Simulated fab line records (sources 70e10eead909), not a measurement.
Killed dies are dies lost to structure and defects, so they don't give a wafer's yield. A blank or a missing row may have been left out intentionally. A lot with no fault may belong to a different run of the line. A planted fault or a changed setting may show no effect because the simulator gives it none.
fab line records | flow nand-harc | part 2 of 2: steps 21 to 28 of 28
record: lots: 5 | wafers: 15 | last-day: 24
route steps=1159 shown A_CONTACT@891
lots with no fault: from the same line, run without faults
start-h: the number of hours between the record's first day and the start of the first shown wafer of the lot | wait-h: hours since the lot's step before | " as in the row above | L1.1+2: several wafers, shown together as one row | - value missing, or start not given | * or withheld: withheld | < > ~ a bound
route shown NAME@n: NAME is a module with steps in the file, n the number in the route of the first one | usual: mean/standard deviation of fault-free wafers | same: alike in all rows | chamber/n: place in a boat | sites: per-site readings | _std_site: how widely they spread, as a standard deviation | _edge_site: inner sites' mean taken away from outer sites' mean | radius-mm: how far each site lies from the wafer's centre | mask NAME#n: copy n | behind: tool/chamber where the wafer was last shaped | hold: cause of the lot's hold/its duration in hours/its outcome | device: the transistor (n, p or np) that didn't switch | end of line: the route-end tests of the same wafers | a step with no rows: only its recipe | killed: dies lost to structure and defects at the first sort, not the wafer's yield | map: shows each die of a wafer: x if killed, . if not, _ if none is there
set.NAME: the run value of the setting; set.NAME@STEP: its run value at that earlier step | model.NAME: the simulator's own value behind a step, which no gauge read
lots at some steps of the route; a table a step, a row a wafer
services: from which hour (start-h, from the record's first day; less than 0 if before it) a tool's chamber was out of use, for how many hours, and why
== steps ==
step: NHARC_A_CONTACT_ETCH_131
recipe: source-w: withheld | pressure-mtorr: 20 | bias-v: 1200 | time-s: 155 | target-depth-a: 9560 | ar-flow-sccm: withheld | c4f8-flow-sccm: withheld | o2-flow-sccm: withheld | chemistry: C4F8/O2/Ar
usual: oes-air-line-au: 0.998/0.019
lot.wafer | tool            | chamber | start-h | wait-h | oes-air-line-au | rf-hours-counter-h
L083.2    | har-cap-etch-01 | 1       | 438.89  | 0.1    | 1.015           | 67
L083.1    | "               | 0       | "       | "      | 0.964           | 67
L083.5    | "               | 0       | "       | "      | 0.999           | -
L087.2    | har-cap-etch-01 | 1       | 468.85  | 0.1    | 1.009           | 71
L087.1    | "               | 0       | "       | "      | 0.982           | 71
L087.6    | "               | 0       | "       | "      | 1.005           | -
L091.2    | har-cap-etch-03 | 0       | 479.11  | 0.1    | 0.992           | 99
L091.4    | "               | 0       | "       | "      | 0.972           | -
L091.3    | "               | 1       | "       | "      | 0.982           | -
L085.1    | har-cap-etch-01 | 0       | 481.06  | 0.1    | 1.008           | 75
L085.3    | "               | 1       | "       | "      | 1.002           | -
L085.5    | "               | 1       | "       | "      | 1.000           | -
L096.1    | har-cap-etch-01 | 0       | 515.86  | 0.1    | 1.018           | 83
L096.3    | "               | 0       | "       | "      | 0.965           | -
L096.4    | "               | 1       | "       | "      | 1.000           | -
step: NHARC_A_CONTACT_ETCH_132
recipe: source-w: withheld | pressure-mtorr: 20 | bias-v: 1200 | time-s: 156 | target-depth-a: 9580 | ar-flow-sccm: withheld | c4f8-flow-sccm: withheld | o2-flow-sccm: withheld | chemistry: C4F8/O2/Ar
usual: oes-air-line-au: 1.001/0.02
lot.wafer | tool            | chamber | start-h | wait-h | oes-air-line-au | rf-hours-counter-h
L083.2    | har-cap-etch-01 | 1       | 439.03  | 0.1    | 0.976           | 68
L083.1    | "               | 0       | "       | "      | 0.996           | 68
L083.5    | "               | 0       | "       | "      | 0.984           | -
L087.2    | har-cap-etch-01 | 1       | 468.99  | 0.1    | 0.990           | 71
L087.1    | "               | 0       | "       | "      | 0.984           | 71
L087.6    | "               | 0       | "       | "      | 1.017           | -
L091.2    | har-cap-etch-03 | 0       | 479.25  | 0.1    | 0.989           | 100
L091.4    | "               | 0       | "       | "      | 1.003           | -
L091.3    | "               | 1       | "       | "      | 0.978           | -
L085.1    | har-cap-etch-01 | 0       | 481.20  | 0.1    | 1.014           | 75
L085.3    | "               | 1       | "       | "      | 0.991           | -
L085.5    | "               | 1       | "       | "      | 1.027           | -
L096.1    | har-cap-etch-01 | 0       | 516.00  | 0.1    | 0.977           | 83
L096.3    | "               | 0       | "       | "      | 0.992           | -
L096.4    | "               | 1       | "       | "      | 1.015           | -
step: NHARC_A_CONTACT_ETCH_133
recipe: source-w: withheld | pressure-mtorr: 20 | bias-v: 400 | time-s: 195 | target-depth-a: 8400 | ar-flow-sccm: withheld | c4f8-flow-sccm: 11.5 | o2-flow-sccm: 7.2 | chemistry: C4F8/O2/Ar
usual: oes-air-line-au: 1.002/0.019
lot.wafer | tool            | chamber | start-h | wait-h | oes-air-line-au | rf-hours-counter-h
L083.2    | har-cap-etch-01 | 1       | 439.18  | 0.1    | 0.995           | 68
L083.1    | "               | 0       | "       | "      | 0.987           | 68
L083.5    | "               | 0       | "       | "      | 0.976           | -
L087.2    | har-cap-etch-01 | 1       | 469.14  | 0.1    | 0.983           | 71
L087.1    | "               | 0       | "       | "      | 1.020           | 71
L087.6    | "               | 0       | "       | "      | 1.002           | -
L091.2    | har-cap-etch-03 | 0       | 479.40  | 0.1    | 0.997           | 100
L091.4    | "               | 0       | "       | "      | 1.017           | -
L091.3    | "               | 1       | "       | "      | 0.988           | -
L085.1    | har-cap-etch-01 | 0       | 481.37  | 0.1    | 1.022           | 75
L085.3    | "               | 1       | "       | "      | 0.969           | -
L085.5    | "               | 1       | "       | "      | 1.003           | -
L096.1    | har-cap-etch-01 | 0       | 516.14  | 0.1    | 1.031           | 84
L096.3    | "               | 0       | "       | "      | 0.982           | -
L096.4    | "               | 1       | "       | "      | 1.020           | -
step: NHARC_A_CONTACT_ETCH_91
recipe: target-depth-a: 400 | over-etch-frac: 0.5 | time-s: 85.7 | ion-energy-ev: 120 | ch3f-flow-sccm: 50 | o2-flow-sccm: 30 | ar-flow-sccm: 200 | rf-w: 500 | bias-w: 100 | chemistry: CH3F/O2
usual: bias-w: 99.96/0.26 | drypump-motor-current-A: 5.7/0.56 | oes-product-au: 0.933/0.022 | rf-vpp-V: 244.0/1.6 | showerhead-plenum-p-Torr: 2.44/0.096 | throttle-valve-pct: 20.662/0.009
lot.wafer | tool        | chamber | start-h | wait-h | bias-w | drypump-motor-current-A | oes-product-au | rf-hours-counter-h | rf-vpp-V | showerhead-plenum-p-Torr | throttle-valve-pct
L083.2    | rie-diel-01 | 0       | 439.74  | 0.5    | 100.21 | 6.2                     | 0.927          | 42                 | 246.0    | 2.51                     | 20.660
L083.1    | "           | 2       | "       | "      | 99.63  | 6.3                     | 0.925          | 44                 | 242.6    | 2.39                     | 20.665
L083.5    | "           | 1       | "       | "      | 100.19 | 5.1                     | 0.914          | -                  | 244.4    | 2.56                     | 20.680
L087.1    | rie-diel-05 | 1       | 469.71  | 0.5    | 99.80  | 6.1                     | 0.919          | 19                 | 243.1    | 2.35                     | 20.660
L087.2    | "           | 3       | "       | "      | 100.21 | 5.0                     | 0.929          | 18                 | 244.7    | 2.43                     | 20.647
L087.6    | "           | 3       | "       | "      | 99.94  | 5.0                     | 0.928          | -                  | 244.6    | 2.43                     | 20.671
L091.3    | rie-diel-05 | 0       | 479.97  | 0.4    | 99.78  | 5.8                     | 0.918          | 18                 | 245.6    | 2.39                     | 20.652
L091.2    | "           | 1       | "       | "      | 99.88  | 6.1                     | 0.924          | 21                 | 243.3    | 2.35                     | 20.675
L091.4    | "           | 2       | "       | "      | 99.87  | 4.7                     | 0.925          | 21                 | 244.4    | 2.44                     | 20.680
L085.1    | rie-diel-01 | 1       | 481.92  | 0.5    | 99.83  | 5.1                     | 0.919          | 59                 | 245.3    | 2.55                     | 20.664
L085.3    | "           | 2       | "       | "      | 99.80  | 6.3                     | 0.934          | 62                 | 244.4    | 2.39                     | 20.653
L085.5    | "           | 0       | "       | "      | 99.93  | 6.2                     | 0.935          | -                  | 245.5    | 2.50                     | 20.651
L096.3    | rie-diel-01 | 3       | 516.72  | 0.4    | 99.90  | 5.7                     | 0.943          | 4                  | 244.6    | 2.44                     | 20.680
L096.1    | "           | 0       | "       | "      | 100.42 | 6.2                     | 0.932          | 5                  | 244.0    | 2.50                     | 20.679
L096.4    | "           | 1       | "       | "      | 100.12 | 5.1                     | 0.929          | 6                  | 243.9    | 2.55                     | 20.656
step: NHARC_A_CONTACT_ETCH_97
recipe: target-depth-a: 200 | over-etch-frac: 0.5 | time-s: 10 | ion-energy-ev: 250 | c4f6-flow-sccm: 25 | o2-flow-sccm: 20 | ar-flow-sccm: 500 | rf-w: 600 | bias-w: 500 | chemistry: C4F6/O2
usual: bias-w: 500.0/1.5 | drypump-motor-current-A: 5.7/0.56 | oes-product-au: 0.958/0.022 | rf-vpp-V: 546/3 | showerhead-plenum-p-Torr: 3.90/0.14 | throttle-valve-pct: 26.903/0.0088
lot.wafer | tool        | chamber | start-h | wait-h | bias-w | drypump-motor-current-A | oes-product-au | rf-hours-counter-h | rf-vpp-V | showerhead-plenum-p-Torr | throttle-valve-pct
L083.1    | rie-diel-01 | 0       | -       | -      | 499.7  | 6.2                     | 0.955          | 42                 | 548      | 4.00                     | 26.905
L083.2    | "           | 2       | "       | "      | 500.9  | 6.3                     | 0.952          | 44                 | 545      | 3.83                     | 26.906
L083.5    | "           | 0       | "       | "      | 498.4  | 6.2                     | 0.966          | -                  | 548      | 4.00                     | 26.898
L087.2    | rie-diel-05 | 3       | 469.87  | 0.1    | 498.8  | 5.0                     | 0.947          | 18                 | 547      | 3.88                     | 26.904
L087.1    | "           | 2       | "       | "      | 503.1  | 4.8                     | 0.964          | 19                 | 547      | 3.90                     | 26.906
L087.6    | "           | 1       | "       | "      | 499.6  | 6.1                     | 0.960          | -                  | 544      | 3.77                     | 26.913
L091.3    | rie-diel-05 | 2       | -       | -      | 500.3  | 4.8                     | 0.944          | 21                 | 545      | 3.90                     | 26.897
L091.2    | "           | 3       | "       | "      | 504.1  | 5.0                     | 0.927          | 21                 | 548      | 3.88                     | 26.924
L091.4    | "           | 1       | "       | "      | 502.7  | 6.1                     | 0.960          | 21                 | 543      | 3.76                     | 26.908
L085.3    | rie-diel-01 | 3       | -       | -      | 500.7  | 5.7                     | 0.956          | 60                 | 546      | 3.90                     | 26.914
L085.1    | "           | 1       | "       | "      | 500.2  | 5.1                     | 0.940          | 59                 | 549      | 4.07                     | 26.897
L085.5    | "           | 3       | "       | "      | 499.6  | 5.7                     | 0.956          | -                  | 547      | 3.90                     | 26.899
L096.1    | rie-diel-01 | 0       | -       | -      | 501.4  | 6.2                     | 0.938          | 5                  | 548      | 3.98                     | 26.906
L096.3    | "           | 1       | "       | "      | 498.9  | 5.1                     | 0.939          | 6                  | 550      | 4.06                     | 26.899
L096.4    | "           | 3       | "       | "      | 500.6  | 5.7                     | 0.951          | 4                  | 547      | 3.90                     | 26.914
step: NHARC_A_CONTACT_CD_MEAS_80
usual: cd-nm: 189.6/0.74
lot.wafer | tool      | chamber | start-h | wait-h | cd-nm
L083.1    | cd-sem-01 | -       | 440.00  | -      | 189.2
L083.2    | "         | -       | "       | "      | 189.7
L083.5    | "         | -       | "       | "      | 189.3
L087.1    | cd-sem-02 | -       | 469.96  | -      | 189.6
L087.2    | "         | -       | "       | "      | 189.3
L087.6    | "         | -       | "       | "      | 189.1
L091.2    | cd-sem-01 | -       | 480.21  | -      | 189.9
L091.3    | "         | -       | "       | "      | 189.6
L091.4    | "         | -       | "       | "      | 189.6
L085.1    | cd-sem-03 | -       | 482.11  | -      | 189.3
L085.3    | "         | -       | "       | "      | 190.6
L085.5    | "         | -       | "       | "      | 190.6
L096.1    | cd-sem-02 | -       | 516.92  | -      | 188.5
L096.3    | "         | -       | "       | "      | 187.9
L096.4    | "         | -       | "       | "      | 188.3
step: NHARC_A_CONTACT_STRIP_103
recipe: n2-flow-sccm: 150 | h2-flow-sccm: 150 | ar-flow-sccm: 0 | bias-w: 0 | chemistry: N2/H2
lot.wafer  | tool        | chamber | start-h | wait-h
L083.1+2+5 | rie-diel-05 | 0,2,0   | 440.08  | 0.1
L087.2+1+6 | rie-diel-13 | 1,2,0   | 470.05  | 0.1
L091.2+4+3 | rie-diel-01 | 1,3,0   | 480.28  | 0.1
L085.3+1+5 | rie-diel-05 | 2,0,2   | 482.19  | 0.1
L096.1+3+4 | rie-diel-05 | 3,0,1   | 517.01  | 0.1
step: NHARC_A_CONTACT_STRIP_104
recipe: cf4-flow-sccm: 100 | chf3-flow-sccm: 30 | ar-flow-sccm: 0 | bias-w: 0 | chemistry: CF4/CHF3
lot.wafer  | tool        | chamber | start-h | wait-h
L083.2+1+5 | rie-diel-05 | 2,0,1   | 440.17  | 0.1
L087.1+2+6 | rie-diel-13 | 2,0,2   | 470.14  | 0.1
L091.3+2+4 | rie-diel-01 | 3,0,1   | 480.38  | 0.1
L085.3+1+5 | rie-diel-05 | 3,1,3   | 482.28  | 0.1
L096.1+4+3 | rie-diel-05 | 3,0,1   | 517.09  | 0.1
== services ==
tool            | chamber | start-h | hours | kind
rie-diel-05     | 0       | 423.36  | -     | clean
rie-diel-05     | 1       | 423.36  | -     | clean
rie-diel-05     | 2       | 423.36  | -     | clean
rie-diel-05     | 3       | 423.36  | -     | clean
arfi-scanner-02 | -       | 428.00  | 4.0   | pm
litho-track-01  | -       | 443.00  | 7.0   | pm
rie-diel-05     | 0       | 447.86  | -     | clean
rie-diel-05     | 1       | 447.86  | -     | clean
rie-diel-05     | 2       | 447.86  | -     | clean
rie-diel-05     | 3       | 447.86  | -     | clean
rie-diel-13     | -       | 453.21  | 9.0   | pm
rie-diel-05     | -       | 458.16  | 1.0   | repair
litho-track-06  | -       | 467.00  | 7.0   | pm
arfi-scanner-03 | -       | 471.74  | 9.2   | repair
rie-diel-05     | 0       | 472.36  | -     | clean
rie-diel-05     | 1       | 472.36  | -     | clean
rie-diel-05     | 2       | 472.36  | -     | clean
arfi-scanner-03 | -       | 484.00  | 4.0   | pm
litho-track-04  | -       | 491.00  | 7.0   | pm
rie-diel-01     | -       | 491.90  | 9.0   | pm
rie-diel-05     | 3       | 501.35  | 4.8   | repair
arfi-scanner-02 | -       | 510.07  | 0.7   | repair
arfi-scanner-03 | -       | 514.93  | 1.9   | repair
arfi-scanner-02 | -       | 515.96  | 6.6   | repair
